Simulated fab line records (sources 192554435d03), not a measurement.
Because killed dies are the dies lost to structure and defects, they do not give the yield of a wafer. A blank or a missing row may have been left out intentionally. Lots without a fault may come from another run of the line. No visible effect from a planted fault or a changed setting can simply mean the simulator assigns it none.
fab line records | flow n5-finfet
record lots=10 wafers=29 last-day=19
route steps=1938 shown HKMG_FIN@456 GATE_CUT@465 BEOL_M4@1111
lots that met no fault: taken from a fault-free run of the same line
start-h: start of the lot's first displayed wafer, in hours after the record's first day | wait-h: hours from the lot's prior step to this one | " repeats the value in the row above | L1.1+2: several wafers, shown together as one row | - no value, or no start was given | * or withheld: withheld | < > ~ a bound
route shown NAME@n: NAME is a module with steps in the file, n the number in the route of the first one | usual: the fault-free wafers' mean and standard deviation | same: alike in all rows | chamber/n: place in a boat | sites: per-site readings | _std_site: the values' standard deviation | _edge_site: mean of outer sites minus mean of inner sites | radius-mm: for every site, how far away it sits from the centre of the wafer | mask NAME#n: copy n | behind: the last tool/chamber to shape the wafer | hold: why the lot went on hold/how many hours it stayed there/how the hold came to an end | device: the transistor (n, p or np) that didn't switch | end of line: tests run on the same wafers once the route is complete | where a step has no rows: the recipe by itself | killed: at the first sort, the dies lost to defects and structure; wafer yield is something else | map: the dies of a wafer, with x for killed, . for not killed, _ for no die there
set.NAME: the setting that was run; set.NAME@STEP: the one run at that earlier step | model.NAME: the simulator's own value behind a step, which no gauge read
the route's steps for a sample of lots (tables are steps, rows are wafers)
services: a tool's chamber out of use, with start hour (start-h, from the record's first day; less than 0 if before it), hours out, and reason
## steps
# step N5_HKMG_FIN_ALD_21
# recipe material=TiN target-thk-a=15 temp-c=400 ald-precursor-family=TiCl4 ald-co-reactant=NH3 pulse-time-s=1 purge-time-s=3 co-reactant-purge-time-s=2 co-reactant-pulse-time-s=2 ald-cycles=68 pressure-torr=3
# usual heater-power-outer-w=527/63 heater-power-w=869/100 precursor-pulse-height-rel=1.001/0.022
# columns lot.wafer tool chamber start-h wait-h heater-power-outer-w heater-power-w precursor-pulse-height-rel
L561.1 ald-metal-03 0 83.20 0.3 431 765 0.972
L561.3 " 1 " " 525 965 1.024
L561.5 " 1 " " 553 1003 0.980
L563.3 ald-metal-03 3 90.15 0.1 501 843 1.044
L563.4 " 1 " " 536 1013 0.993
L563.6 " 1 " " 524 990 1.004
L565.1 ald-metal-04 0 102.94 0.3 531 927 1.028
L565.3 " 1 " " 611 962 0.966
L565.5 " 3 " " 466 727 1.011
L569.2 ald-metal-03 0 125.84 0.3 419 783 1.021
L569.3 " 3 " " 506 833 1.005
L569.4 " 2 " " 569 924 0.975
L568.2 ald-metal-04 3 126.20 0.3 481 732 1.027
L568.3 " 2 " " 424 722 0.966
L568.5 " 1 " " 613 948 1.023
L573.3 ald-metal-02 2 161.20 0.1 667 1107 0.985
L573.4 " 0 " " 538 871 1.007
L573.5 " 1 " " 497 791 1.015
L581.4 ald-metal-03 0 204.02 0.2 432 748 1.002
L581.5 " 3 " " 507 849 0.989
L582.2 ald-metal-04 0 207.66 0.3 542 936 1.005
L582.5 " 1 " " 616 941 1.044
L582.6 " 0 " " 551 924 0.989
L583.1 ald-metal-04 1 211.69 0.3 603 951 1.022
L583.4 " 0 " " 545 924 0.963
L583.5 " 0 " " 564 910 0.975
L584.1 ald-metal-03 2 227.79 0.3 566 936 1.003
L584.3 " 3 " " 511 837 0.993
L584.6 " 2 " " 561 947 1.027
# step N5_GATE_CUT_ETCHBACK_00
# recipe chemistry=SF6/Cl2 target=W pressure-mtorr=8 icp-w=900 bias-w=80 SF6_flow_sccm=40 Cl2_flow_sccm=60
# usual drypump-motor-current-A=5.8/0.32 he-backside-leak-sccm=3.39/0.25 mfc-cl2-sccm=60.05/0.2 oes-product-au=0.78/0.12 throttle-valve-pct=27.43/0.29
# columns lot.wafer tool chamber start-h wait-h drypump-motor-current-A he-backside-leak-sccm mfc-cl2-sccm oes-product-au rf-hours-counter-h throttle-valve-pct
L561.1 rie-metal-03 0 84.48 0.0 6.0 3.35 60.32 0.94 6 27.47
L561.3 " 1 " " 6.1 3.33 59.99 0.60 - 27.57
L561.5 " 1 " " 6.1 3.41 60.02 0.60 - 27.58
L563.3 rie-metal-03 0 91.47 0.1 6.0 3.27 60.36 0.92 - 27.50
L563.4 " 1 " " 6.1 3.30 59.60 0.60 - 27.57
L563.6 " 1 " " 6.1 3.42 59.88 0.60 - 27.57
L565.1 rie-metal-02 1 105.18 0.0 5.6 3.02 59.99 0.94 2 27.41
L565.3 " 0 " " 6.0 3.49 60.28 0.81 - 27.01
L565.5 " 1 " " 5.7 3.03 60.12 0.94 - 27.40
L569.2 rie-metal-02 0 127.12 0.0 5.9 3.63 60.27 0.82 26 26.99
L569.3 " 1 " " 5.7 3.25 60.00 0.93 - 27.40
L569.4 " 0 " " 6.0 3.70 60.14 0.82 - 26.98
L568.2 rie-metal-01 1 127.48 0.0 5.1 3.48 59.81 0.81 30 27.39
L568.3 " 1 " " 5.1 3.61 59.86 0.81 - 27.41
L568.5 " 0 " " 5.8 3.19 59.97 0.63 - 28.00
L573.3 rie-metal-03 1 162.55 0.1 6.2 3.33 60.10 0.59 - 27.58
L573.4 " 0 " " 6.0 3.55 60.31 0.88 - 27.49
L573.5 " 0 " " 6.0 3.53 60.48 0.88 - 27.51
L581.4 rie-metal-01 1 205.34 0.1 5.1 3.45 60.18 0.79 - 27.42
L581.5 " 1 " " 5.1 3.52 59.92 0.79 - 27.41
L582.2 rie-metal-02 0 208.94 0.0 5.9 3.46 60.09 0.78 34 27.01
L582.5 " 1 " " 5.6 3.14 60.35 0.88 - 27.41
L582.6 " 0 " " 6.0 3.41 60.19 0.79 - 27.01
L583.1 rie-metal-01 0 212.96 0.0 5.8 3.15 60.05 0.61 126 28.01
L583.4 " 0 " " 5.8 3.25 60.23 0.61 - 27.99
L583.5 " 0 " " 5.8 3.34 60.30 0.61 - 28.00
L584.1 rie-metal-01 1 229.07 0.0 5.1 3.63 60.11 0.79 36 27.42
L584.3 " 1 " " 5.1 3.40 59.84 0.79 - 27.40
L584.6 " 1 " " 5.1 3.56 59.58 0.79 - 27.40
# step N5_GATE_CUT_HM_DEP_46
# recipe material=SiO2 target-thk-a=1300 temp-c=400 precursor=TEOS/O2 pressure-torr=6.5 rf-w=900 teos-flow-sccm=161.4 gas=O2 flow-sccm=2650 time-s=26.6
# usual heater-power-outer-w=334/84 heater-power-w=610/120 showerhead-plenum-p-Torr=8.34/0.04 throttle-valve-pct=19.1/0.96
# columns lot.wafer tool chamber start-h wait-h heater-power-outer-w heater-power-w showerhead-plenum-p-Torr throttle-valve-pct
L561.1 pecvd-02 1 87.75 0.0 320 591 8.33 19.1
L561.3 " 0 " " 309 529 8.32 19.3
L561.5 " 2 " " 464 839 8.30 17.8
L563.3 pecvd-01 0 94.73 0.0 319 561 8.42 21.0
L563.4 " 1 " " 281 563 8.34 19.4
L563.6 " 2 " " 476 837 8.27 17.1
L565.1 pecvd-02 2 108.40 0.0 415 785 8.31 17.9
L565.3 " 0 " " 306 533 8.33 19.2
L565.5 " 2 " " 425 780 8.29 17.8
L569.2 pecvd-02 2 130.33 0.0 342 676 8.31 17.9
L569.3 " 1 " " 268 510 8.32 19.2
L569.4 " 2 " " 341 687 8.32 18.1
L568.2 pecvd-02 1 130.81 0.0 301 536 8.30 19.2
L568.3 " 0 " " 316 533 8.32 19.3
L568.5 " 2 " " 454 814 8.30 17.9
L573.3 pecvd-03 2 165.72 0.0 345 642 8.33 18.6
L573.4 " 0 " " 269 541 8.38 19.4
L573.5 " 2 " " 341 644 8.32 18.8
L581.4 pecvd-02 1 208.53 0.1 313 567 8.33 19.2
L581.5 " 2 " " 429 791 8.30 18.3
L582.2 pecvd-02 0 212.55 0.0 315 557 8.34 19.5
L582.5 " 1 " " 265 516 8.31 19.1
L582.6 " 0 " " 329 569 8.33 19.7
L583.1 pecvd-01 0 216.65 0.0 319 568 8.41 21.0
L583.4 " 0 " " 332 566 8.39 21.0
L583.5 " 1 " " 234 514 8.35 19.4
L584.1 pecvd-03 0 232.58 0.0 274 549 8.37 19.6
L584.3 " 1 " " 322 522 8.34 19.3
L584.6 " 2 " " 289 552 8.34 18.9
# step N5_GATE_CUT_COAT_27
# recipe resist=underlayer temp-c=205 time-s=60 spin-rpm=1500 resist-thk-nm=10
# usual heater-power-total-W=391.8/1.3 plate-temp-C=205.00/0.15
# columns lot.wafer tool chamber start-h wait-h heater-power-total-W plate-temp-C
L561.1 litho-track-05 0 87.82 - 389.4 205.10
L561.3 " 0 " " 391.9 205.01
L561.5 " 0 " " 390.4 205.18
L563.3 litho-track-05 0 94.81 - 393.0 204.75
L563.4 " 0 " " 390.6 205.04
L563.6 " 0 " " 391.7 204.89
L565.1 litho-track-04 0 108.47 - 392.7 205.16
L565.3 " 0 " " 393.8 205.14
L565.5 " 0 " " 393.9 205.37
L569.2 litho-track-03 0 130.40 - 392.2 204.93
L569.3 " 0 " " 391.7 205.05
L569.4 " 0 " " 393.8 205.18
L568.2 litho-track-05 0 130.88 - 393.3 205.08
L568.3 " 0 " " 389.6 204.80
L568.5 " 0 " " 390.4 204.98
L573.3 litho-track-03 0 165.80 - 390.6 205.09
L573.4 " 0 " " 390.2 205.02
L573.5 " 0 " " 390.3 205.16
L581.4 litho-track-03 0 208.59 - 386.3 203.04
L581.5 " 0 " " 385.4 203.30
L582.2 litho-track-03 0 212.62 - 385.8 203.19
L582.5 " 0 " " 388.2 202.86
L582.6 " 0 " " 385.6 203.23
L583.1 litho-track-04 0 216.74 - 392.3 205.24
L583.4 " 0 " " 389.7 205.14
L583.5 " 0 " " 390.9 205.14
L584.1 litho-track-05 0 232.65 - 391.1 204.90
L584.3 " 0 " " 391.2 204.96
L584.6 " 0 " " 389.9 205.05
# step N5_BEOL_M4_RC_MEAS_101
# usual DIBL_N=36.3/1.9 DIBL_P=36.0/2.1 IOFF_N=0.16/0.031 IOFF_P=0.21/0.035 ION_N=675/14 ION_P=464/8.5 SS_N=71.5/0.6 SS_P=73.3/0.72 VT_N=250/3.2 VT_P=-250/3.1
# columns lot.wafer tool chamber start-h wait-h DIBL_N[mV/V] DIBL_P[mV/V] IOFF_N[nA/um] IOFF_P[nA/um] ION_N[uA/um] ION_P[uA/um] SS_N[mV/dec] SS_P[mV/dec] VT_N[mV] VT_P[mV]
L561.1 prober-02 0 162.43 0.0 37.9 38.3 0.19 0.27 683 472 71.8 74.1 247 -245
L561.3 " 0 " " 38.2 39.7 0.21 0.31 705 484 71.7 74.4 245 -244
L561.5 " 0 " " 37.5 38.2 0.19 0.27 688 470 71.7 74.0 245 -246
L563.3 prober-01 0 174.19 0.3 33.5 31.3 0.11 0.14 649 443 70.3 72.5 254 -258
L563.4 " 0 " " 37.7 36.1 0.17 0.20 662 455 72.0 73.5 253 -252
L563.6 " 0 " " 34.6 32.5 0.13 0.15 664 452 71.9 72.4 253 -256
L565.1 prober-02 0 186.04 0.0 36.8 36.4 0.15 0.20 654 452 72.1 73.0 254 -254
L565.3 " 0 " " 35.1 34.4 0.13 0.18 664 455 70.7 72.6 253 -253
L565.5 " 0 " " 34.9 34.6 0.13 0.18 668 459 71.4 73.1 253 -253
L569.2 prober-01 0 202.23 0.2 33.6 31.7 0.10 0.16 667 464 70.8 71.8 257 -254
L569.3 " 0 " " 36.4 35.0 0.14 0.21 675 462 72.4 72.9 252 -248
L569.4 " 0 " " 35.0 34.1 0.12 0.20 663 462 70.9 72.1 255 -249
L568.2 prober-02 0 207.27 0.2 39.5 38.3 0.19 0.27 675 465 72.0 73.3 249 -247
L568.3 " 0 " " 39.9 38.0 0.22 0.27 672 460 72.6 73.2 247 -244
L568.5 " 0 " " 36.4 35.1 0.16 0.22 677 470 70.3 72.6 251 -247
L582.2 prober-02 0 288.12 0.2 38.4 36.3 0.17 0.21 663 453 72.6 73.2 250 -250
L582.5 " 0 " " 35.6 34.7 0.12 0.19 668 464 71.1 73.2 252 -251
L582.6 " 0 " " 38.0 37.4 0.16 0.22 676 460 72.0 74.0 248 -246
L581.4 prober-01 0 289.84 0.5 35.7 36.8 0.16 0.18 681 457 71.7 73.2 248 -254
L581.5 " 0 " " 37.2 39.7 0.19 0.22 698 471 72.5 73.5 246 -250
L583.1 prober-02 0 324.58 0.0 35.8 36.4 0.15 0.23 676 469 72.4 73.1 251 -249
L583.4 " 0 " " 34.3 34.6 0.13 0.19 673 465 71.7 72.1 253 -250
L583.5 " 0 " " 36.3 36.0 0.15 0.21 676 465 72.0 72.5 251 -249
L573.3 prober-01 0 326.96 0.3 36.0 36.1 0.17 0.25 686 473 71.2 72.8 246 -243
L573.4 " 0 " " 35.6 35.3 0.16 0.23 681 468 71.7 72.9 247 -249
L573.5 " 0 " " 36.2 35.1 0.17 0.22 678 467 71.7 73.2 247 -248
L584.1 prober-01 0 340.67 0.0 36.2 36.7 0.15 0.21 668 460 71.1 73.1 250 -249
L584.3 " 0 " " 36.5 36.7 0.15 0.21 668 458 70.7 73.2 251 -248
L584.6 " 0 " " 36.9 37.3 0.16 0.21 665 457 71.4 74.1 251 -250
## services
# columns tool chamber start-h hours kind
ald-metal-02 - 65.37 0.5 repair
ald-metal-02 - 68.61 14.6 pm
pecvd-01 - 68.86 5.5 pm
ald-metal-03 3 79.87 6.0 repair
ald-metal-04 2 87.83 31.6 repair
litho-track-05 - 95.21 - consumable-replace:filter
litho-track-05 - 101.90 - consumable-replace:filter
rie-metal-01 - 127.81 0.4 repair
rie-metal-01 1 141.82 15.0 repair
rie-metal-02 - 144.10 1.1 repair
pecvd-02 - 153.90 0.6 repair
pecvd-01 - 157.17 2.1 repair
ald-metal-04 2 159.14 6.5 repair
ald-metal-03 - 161.14 1.1 repair
rie-metal-02 - 165.01 0.2 repair
ald-metal-04 2 176.51 6.2 repair
ald-metal-02 0 184.41 9.5 repair
pecvd-02 - 191.55 2.8 pm
rie-metal-03 1 192.54 5.3 repair
rie-metal-03 - 204.44 0.5 repair
rie-metal-02 - 205.98 2.8 pm
rie-metal-01 0 227.38 - clean
rie-metal-01 0 227.38 18.4 scheduled-down
pecvd-02 0 231.36 2.1 scheduled-down
## key
first-sign step=N5_GATE_CUT_COAT_27 reading=plate-temp-C direction=down sigmas=12 usual=* struck=*
effect step=N5_GATE_CUT_COAT_27 reading=heater-power-total-W direction=down sigmas=4.3 usual=* struck=*
met-at N5_GATE_CUT_COAT_27
struck-lots L581,L582
not-acting-at N5_HKMG_FIN_ALD_21,N5_GATE_CUT_ETCHBACK_00,N5_GATE_CUT_HM_DEP_46
onset-between 165.80 208.59
fault kind=process-parameter-drift tool=litho-track-03 chamber=- onset-h=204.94 steps=N5_GATE_CUT_COAT_27 channel=temp-c offset=* shape=step acts-in=* stated=*
